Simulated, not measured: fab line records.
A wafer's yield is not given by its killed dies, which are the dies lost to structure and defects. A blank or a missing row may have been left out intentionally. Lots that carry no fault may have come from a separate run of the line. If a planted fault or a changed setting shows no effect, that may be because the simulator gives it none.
Chamber matching + flow nandHarc + 3 sister chambers for NHARC_P_GATE_DESCUM_93 on rieDiel-12
The step chemistry O2, time 3 s. 14 wafers are shown with their chamber, then 4 later ones without.

EACH WAFER AND ITS CHAMBER
| wafer  | chamber | drypumpMotorCurrentA (A) | o2FlowSccm (sccm) | rfVppV (V) |
|--------|---------|--------------------------|-------------------|------------|
| L408.1 | 0       | 5.8                      | 200.3             | 57.6       |
| L408.5 | 1       | 5.5                      | 200.5             | 59.3       |
| L408.6 | 0       | 5.8                      | 199.0             | 56.3       |
| L410.1 | 2       | 5.8                      | 200.2             | 58.3       |
| L410.3 | 1       | 5.5                      | 200.0             | 57.9       |
| L410.6 | 2       | 5.8                      | 200.0             | 57.7       |
| L411.1 | 0       | 5.8                      | 199.1             | 57.5       |
| L411.2 | 2       | 5.7                      | 200.2             | 58.3       |
| L411.6 | 2       | 5.7                      | 201.5             | 57.5       |
| L416.1 | 2       | 5.8                      | 199.6             | 57.7       |
| L416.4 | 0       | 5.8                      | 199.5             | 58.6       |
| L416.6 | 1       | 5.5                      | 199.7             | 58.1       |
| L426.1 | 2       | 5.8                      | 200.0             | 56.4       |
| L426.3 | 1       | 5.5                      | 200.8             | 58.9       |

SIGNATURES, as means of the wafers listed above
| reading              | chamber 0 | chamber 1 | chamber 2 | scatter within a chamber |
|----------------------|-----------|-----------|-----------|--------------------------|
| drypumpMotorCurrentA | 5.800     | 5.500     | 5.767     | 0.0348                   |
| o2FlowSccm           | 199.475   | 200.250   | 200.250   | 0.595                    |
| rfVppV               | 57.500    | 58.550    | 57.650    | 0.763                    |
Rule: a wafer's distance from a chamber is the root of the sum, over the readings, of the square of ((its reading less the chamber's mean) divided by the reading's scatter). The wafer belongs to the nearest chamber; if the next one is less than 2 further off, it can't be placed. The scatter is the square root of a quotient: the sum, over the shown wafers, of each reading's squared deviation from its chamber's mean, divided by wafers minus chambers.

WAFERS WITHOUT THEIR CHAMBER
| wafer  | drypumpMotorCurrentA (A) | o2FlowSccm (sccm) | rfVppV (V) |
|--------|--------------------------|-------------------|------------|
| L426.4 | 5.8                      | 200.4             | 56.5       |
| L427.4 | 5.8                      | 199.9             | 58.2       |
| L427.6 | 5.8                      | 200.3             | 58.0       |
| L428.1 | 5.5                      | 199.4             | 58.0       |

WHICH CHAMBER EACH WENT THROUGH
| wafer  | from the rows above     | in truth |
|--------|-------------------------|----------|
| L426.4 | can't be placed: 2 or 0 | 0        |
| L427.4 | can't be placed: 0 or 2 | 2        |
| L427.6 | can't be placed: 2 or 0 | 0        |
| L428.1 | 1                       | 1        |
Correctly placed: 1 of 4. Unplaceable from these rows: 3, with the true chamber sitting among the candidates in 3. Number placed wrongly: 0.
